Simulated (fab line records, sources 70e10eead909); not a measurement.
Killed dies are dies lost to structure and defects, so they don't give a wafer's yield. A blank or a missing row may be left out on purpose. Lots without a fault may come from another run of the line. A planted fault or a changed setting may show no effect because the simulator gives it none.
Which tool did it? | flow nand_harc | 24 lots, 72 wafers sampled, at 6 steps of a route of 1302

WHAT THE GAUGES READ, wafer by wafer
The record holds no reading of a measuring or inspecting step that can be judged against a usual standard deviation.

WHICH TOOL RAN EACH LOT (tool, then ch and the chambers of the sampled wafers, then the start)
lot  | NHARC_P_ZERO_WELL_RTA_42         | NHARC_P_GATE_HM_DEP_102       | NHARC_P_GATE_DESCUM_61             | NHARC_P_CONTACT_DEP_00                     | NHARC_P_CONTACT_DEGAS_38     | NHARC_P_CONTACT_ALD_22
L074 | rtp_anneal-02 ch 0, day 2 02:52  | acl_dep-01 ch 0, day 5 03:53  | rie_diel-08 ch 0,1, day 5 18:56    | pecvd-04 ch 0,2, day 6 03:10 or earlier    | pvd_sputter-02, day 6 03:10  | ald_metal-03 ch 0,1,2, day 6 03:27
L075 | rtp_anneal-02 ch 0, day 2 12:59  | acl_dep-02 ch 0, day 5 06:31  | rie_diel-01 ch 0,1, day 5 21:43    | pecvd-01 ch 1,2, day 6 06:11 or earlier    | pvd_sputter-01, day 6 06:11  | ald_metal-01 ch 0,1,3, day 6 06:27
L076 | rtp_anneal-01 ch 0, day 2 23:12  | acl_dep-01 ch 0, day 6 00:29  | rie_diel-08 ch 0,1,3, day 6 15:50  | pecvd-04 ch 0,1,2, day 6 23:52 or earlier  | pvd_sputter-02, day 6 23:52  | ald_metal-04 ch 2,3, day 7 00:05
L077 | rtp_anneal-02 ch 0, day 3 09:08  | acl_dep-01 ch 0, day 6 01:14  | rie_diel-01 ch 0,1,3, day 6 16:43  | pecvd-03 ch 0,1,2, day 7 01:14 or earlier  | pvd_sputter-02, day 7 01:14  | ald_metal-03 ch 0,1,2, day 7 01:31
L078 | rtp_anneal-01 ch 0, day 3 19:10  | acl_dep-01 ch 0, day 6 11:50  | rie_diel-10 ch 2,3, day 7 03:05    | pecvd-04 ch 0,1,2, day 7 11:05 or earlier  | pvd_sputter-03, day 7 11:05  | ald_metal-04 ch 0,1,2, day 7 11:23
L079 | rtp_anneal-02 ch 0, day 4 04:52  | acl_dep-02 ch 0, day 7 04:06  | rie_diel-10 ch 0,3, day 7 19:05    | pecvd-03 ch 0,2, day 8 03:16 or earlier    | pvd_sputter-02, day 8 03:16  | ald_metal-03 ch 1,2, day 8 03:32
L080 | rtp_anneal-02 ch 0, day 4 14:47  | acl_dep-01 ch 0, day 7 11:03  | rie_diel-10 ch 0,2,3, day 8 02:25  | pecvd-03 ch 0,1, day 8 10:28 or earlier    | pvd_sputter-01, day 8 10:28  | ald_metal-04 ch 0,1,2, day 8 10:42
L081 | rtp_anneal-02 ch 0, day 5 00:44  | acl_dep-03 ch 0, day 7 17:34  | rie_diel-01 ch 1,2,3, day 8 08:34  | pecvd-01 ch 1,2, day 8 16:32 or earlier    | pvd_sputter-03, day 8 16:32  | ald_metal-04 ch 1,2,3, day 8 16:47
L082 | rtp_anneal-02 ch 0, day 5 10:46  | acl_dep-02 ch 0, day 8 05:23  | rie_diel-08 ch 1,2,3, day 8 20:27  | pecvd-01 ch 0,1,2, day 9 04:29 or earlier  | pvd_sputter-01, day 9 04:29  | ald_metal-01 ch 2,3, day 9 04:43
L083 | rtp_anneal-02 ch 0, day 5 20:50  | acl_dep-02 ch 0, day 8 12:13  | rie_diel-01 ch 1,3, day 9 03:31    | pecvd-01 ch 0,1, day 9 11:22 or earlier    | pvd_sputter-03, day 9 11:22  | ald_metal-04 ch 0,1,2, day 9 11:38
L084 | rtp_anneal-01 ch 0, day 6 07:10  | acl_dep-02 ch 0, day 9 00:17  | rie_diel-08 ch 0,1,3, day 9 15:28  | pecvd-03 ch 1,2, day 9 23:29 or earlier    | pvd_sputter-03, day 9 23:29  | ald_metal-01 ch 2,3, day 9 23:46
L085 | rtp_anneal-02 ch 0, day 6 16:52  | acl_dep-02 ch 0, day 9 16:16  | rie_diel-10 ch 0,1,2, day 10 07:54 | pecvd-01 ch 0,1,2, day 10 16:05 or earlier | pvd_sputter-03, day 10 16:05 | ald_metal-03 ch 0,1,3, day 10 16:20
L086 | rtp_anneal-01 ch 0, day 7 03:23  | acl_dep-01 ch 0, day 9 21:28  | rie_diel-10 ch 0,1,2, day 10 12:46 | pecvd-01 ch 0,1,2, day 10 21:27 or earlier | pvd_sputter-01, day 10 21:27 | ald_metal-03 ch 1,2,3, day 10 21:42
L087 | rtp_anneal-02 ch 0, day 7 14:27  | acl_dep-02 ch 0, day 11 01:25 | rie_diel-10 ch 0,1,2, day 11 16:33 | pecvd-04 ch 0,1,2, day 12 00:47 or earlier | pvd_sputter-03, day 12 00:47 | ald_metal-04 ch 2,3, day 12 01:01
L088 | rtp_anneal-02 ch 0, day 7 23:01  | acl_dep-02 ch 0, day 11 02:37 | rie_diel-10 ch 1,2,3, day 11 17:53 | pecvd-03 ch 0,1,2, day 12 02:07 or earlier | pvd_sputter-03, day 12 02:07 | ald_metal-03 ch 1,2,3, day 12 02:23
L089 | rtp_anneal-01 ch 0, day 8 09:04  | acl_dep-02 ch 0, day 11 01:58 | rie_diel-08 ch 1,3, day 11 17:14   | pecvd-01 ch 1,2, day 12 01:20 or earlier   | pvd_sputter-02, day 12 01:20 | ald_metal-01 ch 1,2, day 12 01:34
L090 | rtp_anneal-01 ch 0, day 8 19:14  | acl_dep-01 ch 0, day 11 12:25 | rie_diel-01 ch 0,2,3, day 12 03:27 | pecvd-01 ch 0,1, day 12 11:27 or earlier   | pvd_sputter-01, day 12 11:27 | ald_metal-04 ch 2,3, day 12 11:43
L091 | rtp_anneal-02 ch 0, day 9 05:21  | acl_dep-03 ch 0, day 12 00:12 | rie_diel-08 ch 2,3, day 12 15:22   | pecvd-04 ch 0,1, day 12 23:22 or earlier   | pvd_sputter-03, day 12 23:22 | ald_metal-04 ch 0,3, day 12 23:37
L092 | rtp_anneal-02 ch 0, day 9 14:56  | acl_dep-01 ch 0, day 12 12:31 | rie_diel-01 ch 0,1,3, day 13 03:28 | pecvd-01 ch 0,1, day 13 11:28 or earlier   | pvd_sputter-01, day 13 11:28 | ald_metal-03 ch 0,1,3, day 13 11:44
L093 | rtp_anneal-02 ch 0, day 10 00:42 | acl_dep-01 ch 0, day 12 20:53 | rie_diel-10 ch 0,1,2, day 13 11:47 | pecvd-01 ch 0,1,2, day 13 19:45 or earlier | pvd_sputter-03, day 13 19:45 | ald_metal-01 ch 0,1,3, day 13 20:02
L094 | rtp_anneal-02 ch 0, day 10 13:08 | acl_dep-02 ch 0, day 13 22:52 | rie_diel-10 ch 0,2,3, day 14 14:35 | pecvd-03 ch 0,2, day 14 22:36 or earlier   | pvd_sputter-01, day 14 22:36 | ald_metal-04 ch 0,1, day 14 22:54
L095 | rtp_anneal-01 ch 0, day 10 21:22 | acl_dep-03 ch 0, day 14 04:04 | rie_diel-01 ch 1,2,3, day 14 19:41 | pecvd-01 ch 0,1,2, day 15 03:49 or earlier | pvd_sputter-02, day 15 03:49 | ald_metal-01 ch 0,1,3, day 15 04:03
L096 | rtp_anneal-02 ch 0, day 11 07:16 | acl_dep-01 ch 0, day 14 05:45 | rie_diel-08 ch 0,2,3, day 14 20:44 | pecvd-01 ch 0,2, day 15 05:14 or earlier   | pvd_sputter-01, day 15 05:14 | ald_metal-04 ch 0,3, day 15 05:29
L097 | rtp_anneal-02 ch 0, day 11 17:06 | acl_dep-02 ch 0, day 15 00:12 | rie_diel-08 ch 0,1,3, day 15 16:10 | pecvd-01 ch 0,1,2, day 16 00:04 or earlier | pvd_sputter-02, day 16 00:04 | ald_metal-03 ch 0,1, day 16 00:19
- NHARC_P_ZERO_WELL_RTA_42: time 300 s.
- NHARC_P_GATE_HM_DEP_102: deposits aC, target thk 120 nm.
- NHARC_P_GATE_DESCUM_61: chemistry O2, time 3 s.
- NHARC_P_CONTACT_DEP_00: deposits SiO2, target thk 500 nm.
- NHARC_P_CONTACT_DEGAS_38: time 60 s.
- NHARC_P_CONTACT_ALD_22: deposits TiN, target thk 3 nm, pulse time 1 s, ald cycles 150.

WHAT THE TOOLS THEMSELVES READ (means of the sampled wafers that have a number; where no wafer has one, the mark that the record gives instead)
NHARC_P_ZERO_WELL_RTA_42. Usual: lamp_power_pct 37.3 %, standard deviation 0.8; lamp_zone_3_pct 37.3 %, standard deviation 0.8; lamp_zone_4_pct 37.3 %, standard deviation 0.8; lamp_zone_5_pct 37.3 %, standard deviation 0.79; wafer_temp_C_max 1103.7, standard deviation 0.88.
lot  | tool          | lamp_power_pct (%) | lamp_zone_3_pct (%) | lamp_zone_4_pct (%) | lamp_zone_5_pct (%) | wafer_temp_C_max | flag
L074 | rtp_anneal-02 | 36.8               | 36.8                | 36.8                | 36.8                | 1103.5           |
L075 | rtp_anneal-02 | 36.7               | 36.7                | 36.7                | 36.7                | 1103.7           |
L076 | rtp_anneal-01 | 38.5               | 38.6                | 38.5                | 38.5                | 1103.8           |
L077 | rtp_anneal-02 | 36.7               | 36.7                | 36.7                | 36.8                | 1102.9           |
L078 | rtp_anneal-01 | 38.5               | 38.5                | 38.5                | 38.5                | 1104.7           |
L079 | rtp_anneal-02 | 36.8               | 36.8                | 36.8                | 36.8                | 1103.9           |
L080 | rtp_anneal-02 | 36.8               | 36.8                | 36.8                | 36.7                | 1103.0           |
L081 | rtp_anneal-02 | 36.8               | 36.8                | 36.8                | 36.8                | 1103.5           |
L082 | rtp_anneal-02 | 36.9               | 36.8                | 36.8                | 36.8                | 1103.3           |
L083 | rtp_anneal-02 | 36.8               | 36.8                | 36.8                | 36.8                | 1103.7           |
L084 | rtp_anneal-01 | 38.5               | 38.5                | 38.5                | 38.4                | 1104.3           |
L085 | rtp_anneal-02 | 36.7               | 36.8                | 36.8                | 36.8                | 1103.2           |
L086 | rtp_anneal-01 | 38.5               | 38.6                | 38.6                | 38.6                | 1105.0           |
L087 | rtp_anneal-02 | 36.8               | 36.8                | 36.8                | 36.8                | 1104.0           |
L088 | rtp_anneal-02 | 36.9               | 36.8                | 36.8                | 36.8                | 1103.8           |
L089 | rtp_anneal-01 | 38.5               | 38.5                | 38.5                | 38.5                | 1104.3           |
L090 | rtp_anneal-01 | 38.6               | 38.5                | 38.6                | 38.6                | 1103.5           |
L091 | rtp_anneal-02 | 36.8               | 36.8                | 36.8                | 36.8                | 1103.0           |
L092 | rtp_anneal-02 | 36.8               | 36.8                | 36.8                | 36.8                | 1103.5           |
L093 | rtp_anneal-02 | 36.8               | 36.8                | 36.8                | 36.9                | 1103.7           |
L094 | rtp_anneal-02 | 36.8               | 36.8                | 36.8                | 36.8                | 1103.2           |
L095 | rtp_anneal-01 | 38.6               | 38.6                | 38.5                | 38.6                | 1104.3           |
L096 | rtp_anneal-02 | 36.8               | 36.8                | 36.8                | 36.8                | 1103.3           |
L097 | rtp_anneal-02 | 36.8               | 36.8                | 36.7                | 36.8                | 1102.3           |

NHARC_P_GATE_HM_DEP_102. Usual: throttle_valve_pct 35.000 %, standard deviation 0.01.
lot  | tool       | throttle_valve_pct (%) | flag
L074 | acl_dep-01 | 34.991                 |
L075 | acl_dep-02 | 34.998                 |
L076 | acl_dep-01 | 35.007                 |
L077 | acl_dep-01 | 34.998                 |
L078 | acl_dep-01 | 34.998                 |
L079 | acl_dep-02 | 34.999                 |
L080 | acl_dep-01 | 35.017                 |
L081 | acl_dep-03 | 35.001                 |
L082 | acl_dep-02 | 35.000                 |
L083 | acl_dep-02 | 35.001                 |
L084 | acl_dep-02 | 34.996                 |
L085 | acl_dep-02 | 35.001                 |
L086 | acl_dep-01 | 35.009                 |
L087 | acl_dep-02 | 34.995                 |
L088 | acl_dep-02 | 34.997                 |
L089 | acl_dep-02 | 35.008                 |
L090 | acl_dep-01 | 34.994                 |
L091 | acl_dep-03 | 35.008                 |
L092 | acl_dep-01 | 34.992                 |
L093 | acl_dep-01 | 34.988                 |
L094 | acl_dep-02 | 35.003                 |
L095 | acl_dep-03 | 35.004                 |
L096 | acl_dep-01 | 34.995                 |
L097 | acl_dep-02 | 34.997                 |

NHARC_P_GATE_DESCUM_61. Usual: drypump_motor_current_A 5.8 A, standard deviation 0.45; oes_product_au 1.001 a.u., standard deviation 0.0082; rf_vpp_V 57.8 V, standard deviation 0.88; showerhead_plenum_p_Torr 1.92 Torr, standard deviation 0.087; throttle_valve_pct 11.311 %, standard deviation 0.0089.
lot  | tool        | drypump_motor_current_A (A) | oes_product_au (a.u.) | rf_vpp_V (V) | showerhead_plenum_p_Torr (Torr) | throttle_valve_pct (%) | flag
L074 | rie_diel-08 | 6.0                         | 1.005                 | 57.8         | 1.92                            | 11.308                 |
L075 | rie_diel-01 | 5.7                         | 1.004                 | 57.8         | 1.82                            | 11.316                 |
L076 | rie_diel-08 | 6.2                         | 1.001                 | 57.9         | 1.92                            | 11.303                 |
L077 | rie_diel-01 | 5.9                         | 0.996                 | 57.7         | 1.87                            | 11.308                 |
L078 | rie_diel-10 | 5.4                         | 1.007                 | 58.4         | 2.05                            | 11.309                 |
L079 | rie_diel-10 | 5.3                         | 0.996                 | 58.0         | 1.91                            | 11.311                 |
L080 | rie_diel-10 | 5.4                         | 0.996                 | 58.2         | 1.98                            | 11.313                 |
L081 | rie_diel-01 | 6.0                         | 0.997                 | 57.0         | 1.93                            | 11.312                 |
L082 | rie_diel-08 | 6.2                         | 0.992                 | 58.0         | 1.87                            | 11.313                 |
L083 | rie_diel-01 | 5.8                         | 1.007                 | 57.8         | 1.90                            | 11.321                 |
L084 | rie_diel-08 | 6.2                         | 1.008                 | 57.9         | 1.92                            | 11.314                 |
L085 | rie_diel-10 | 5.3                         | 0.999                 | 57.5         | 1.92                            | 11.306                 |
L086 | rie_diel-10 | 5.3                         | 1.005                 | 58.3         | 1.92                            | 11.310                 |
L087 | rie_diel-10 | 5.3                         | 0.998                 | 57.7         | 1.92                            | 11.314                 |
L088 | rie_diel-10 | 5.4                         | 0.996                 | 57.9         | 2.00                            | 11.308                 |
L089 | rie_diel-08 | 6.5                         | 1.009                 | 57.3         | 1.90                            | 11.304                 |
L090 | rie_diel-01 | 6.2                         | 1.004                 | 57.3         | 1.94                            | 11.312                 |
L091 | rie_diel-08 | 6.2                         | 1.009                 | 58.0         | 1.90                            | 11.314                 |
L092 | rie_diel-01 | 5.9                         | 1.004                 | 56.8         | 1.87                            | 11.306                 |
L093 | rie_diel-10 | 5.3                         | 1.003                 | 58.3         | 1.92                            | 11.311                 |
L094 | rie_diel-10 | 5.4                         | 0.997                 | 57.2         | 1.98                            | 11.315                 |
L095 | rie_diel-01 | 5.9                         | 1.004                 | 57.9         | 1.92                            | 11.308                 |
L096 | rie_diel-08 | 6.0                         | 1.010                 | 57.9         | 1.91                            | 11.308                 |
L097 | rie_diel-08 | 6.2                         | 0.994                 | 57.1         | 1.91                            | 11.304                 |

NHARC_P_CONTACT_DEP_00. Usual: heater_power_w 585 W, standard deviation 100; throttle_valve_pct 15.9 %, standard deviation 0.59.
lot  | tool     | heater_power_w (W) | throttle_valve_pct (%) | flag
L074 | pecvd-04 | 623                | 15.2                   |
L075 | pecvd-01 | 503                | 16.0                   |
L076 | pecvd-04 | 581                | 15.8                   |
L077 | pecvd-03 | 626                | 16.4                   |
L078 | pecvd-04 | 491                | 15.8                   |
L079 | pecvd-03 | 581                | 16.2                   |
L080 | pecvd-03 | 581                | 16.1                   |
L081 | pecvd-01 | 525                | 16.1                   |
L082 | pecvd-01 | 570                | 15.8                   |
L083 | pecvd-01 | 642                | 15.6                   |
L084 | pecvd-03 | 607                | 16.6                   |
L085 | pecvd-01 | 619                | 15.8                   |
L086 | pecvd-01 | 545                | 15.8                   |
L087 | pecvd-04 | 590                | 16.0                   |
L088 | pecvd-03 | 596                | 16.2                   |
L089 | pecvd-01 | 501                | 16.1                   |
L090 | pecvd-01 | 635                | 15.7                   |
L091 | pecvd-04 | 602                | 15.3                   |
L092 | pecvd-01 | 589                | 15.5                   |
L093 | pecvd-01 | 606                | 16.0                   |
L094 | pecvd-03 | 614                | 16.4                   |
L095 | pecvd-01 | 605                | 15.7                   |
L096 | pecvd-01 | 674                | 15.9                   |
L097 | pecvd-01 | 618                | 15.6                   |

NHARC_P_CONTACT_DEGAS_38. Usual: heater_power_w 459 W, standard deviation 38.
lot  | tool           | heater_power_w (W) | flag
L074 | pvd_sputter-02 | 461                |
L075 | pvd_sputter-01 | 449                |
L076 | pvd_sputter-02 | 479                |
L077 | pvd_sputter-02 | 477                |
L078 | pvd_sputter-03 | 477                |
L079 | pvd_sputter-02 | 460                |
L080 | pvd_sputter-01 | 500                |
L081 | pvd_sputter-03 | 466                |
L082 | pvd_sputter-01 | 404                |
L083 | pvd_sputter-03 | 466                |
L084 | pvd_sputter-03 | 484                |
L085 | pvd_sputter-03 | 473                |
L086 | pvd_sputter-01 | 441                |
L087 | pvd_sputter-03 | 471                |
L088 | pvd_sputter-03 | 471                |
L089 | pvd_sputter-02 | 470                |
L090 | pvd_sputter-01 | 443                |
L091 | pvd_sputter-03 | 467                |
L092 | pvd_sputter-01 | 412                |
L093 | pvd_sputter-03 | 474                |
L094 | pvd_sputter-01 | 452                |
L095 | pvd_sputter-02 | 451                |
L096 | pvd_sputter-01 | 411                |
L097 | pvd_sputter-02 | 466                |

NHARC_P_CONTACT_ALD_22. Usual: heater_power_w 1054 W, standard deviation 94; precursor_pulse_height_rel 0.999, standard deviation 0.02.
lot  | tool         | heater_power_w (W) | precursor_pulse_height_rel | flag
L074 | ald_metal-03 | 1105               | 1.013                      |
L075 | ald_metal-01 | 1185               | 0.989                      |
L076 | ald_metal-04 | 1039               | 0.999                      |
L077 | ald_metal-03 | 1103               | 0.986                      |
L078 | ald_metal-04 | 998                | 1.010                      |
L079 | ald_metal-03 | 1097               | 0.988                      |
L080 | ald_metal-04 | 1005               | 0.995                      |
L081 | ald_metal-04 | 1007               | 1.002                      |
L082 | ald_metal-01 | 1052               | 0.996                      |
L083 | ald_metal-04 | 1007               | 0.999                      |
L084 | ald_metal-01 | 1182               | 1.001                      |
L085 | ald_metal-03 | 1057               | 0.994                      |
L086 | ald_metal-03 | 1080               | 0.997                      |
L087 | ald_metal-04 | 1030               | 1.017                      |
L088 | ald_metal-03 | 1084               | 1.000                      |
L089 | ald_metal-01 | 1068               | 0.981                      |
L090 | ald_metal-04 | 1021               | 1.006                      |
L091 | ald_metal-04 | 969                | 1.004                      |
L092 | ald_metal-03 | 1073               | 1.023                      |
L093 | ald_metal-01 | 1184               | 0.985                      |
L094 | ald_metal-04 | 1014               | 0.991                      |
L095 | ald_metal-01 | 1186               | 0.996                      |
L096 | ald_metal-04 | 949                | 1.007                      |
L097 | ald_metal-03 | 1072               | 0.989                      |

THE ANSWER, worked out from the rows above alone
Rule: a lot is off if the mean of its wafers that have a number lies more than 3 standard deviations from the usual mean. A lot without any number at a reading at which 4 lots or more have one is off too. The other lots that the step has rows for count as sound. The gauges are gone through in route order, then the tools' own readings, and for those a lot's mean is taken as printed above. The first step at which some lot is off is used, and at that step the reading that is off furthest; a lot without a number counts as furthest.
No lot is off at any reading shown: from this, nothing can be told.

WHAT THE SIMULATOR HAD PUT IN
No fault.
